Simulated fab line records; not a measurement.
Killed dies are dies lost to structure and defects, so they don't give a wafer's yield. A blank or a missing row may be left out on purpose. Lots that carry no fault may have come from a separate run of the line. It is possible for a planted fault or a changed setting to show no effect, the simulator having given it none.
Matching of chambers    flow n5_finfet    N5_MIM_TOP_ALD_00 on ald_hk-03: 4 sister chambers
The step deposits Al2O3, purge time 3 s, co reactant pulse time 3 s. 4 wafers are shown with their chamber, then 9 later ones without.

## EACH WAFER AND ITS CHAMBER
wafer   chamber  precursor_pulse_height_rel
L642.1  3        0.987
L643.1  1        0.978
L643.3  0        1.009
L643.5  2        0.986

## WAFERS WHOSE CHAMBER IS MISSING
wafer   precursor_pulse_height_rel
L647.1  0.976
L647.4  0.998
L647.5  0.981
L654.2  1.027
L654.4  0.984
L654.6  0.997
L655.2  0.991
L655.5  1.033
L655.6  1.032

## WHICH CHAMBER EACH WENT THROUGH
wafer   from the rows above                in truth
L647.1  can't be placed: 1 or 2 or 3       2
L647.4  can't be placed: 0 or 3 or 2 or 1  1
L647.5  can't be placed: 1 or 2 or 3 or 0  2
L654.2  can't be placed: 0 or 3 or 2       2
L654.4  can't be placed: 2 or 3 or 1 or 0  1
L654.6  can't be placed: 3 or 2 or 0 or 1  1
L655.2  can't be placed: 3 or 2 or 1 or 0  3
L655.5  can't be placed: 0 or 3 or 2       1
L655.6  can't be placed: 0 or 3 or 2       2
Placed correctly: 0 of 9. Unplaceable from these rows: 9, with the true chamber sitting among the candidates in 8. Placed wrongly: 0.
How it was worked out, from the rows above alone: a wafer's distance from a chamber is the root of the sum, over the readings, of the square of ((its reading less the chamber's mean) divided by the reading's scatter). If the next closest chamber is less than 2 further off than the closest, the wafer can't be placed; otherwise it belongs to the closest. The mean given for a chamber averages the wafers shown for that chamber. The scatter: root of mean squared gap, hidden wafer to nearest shown wafer, with one shown wafer a chamber.
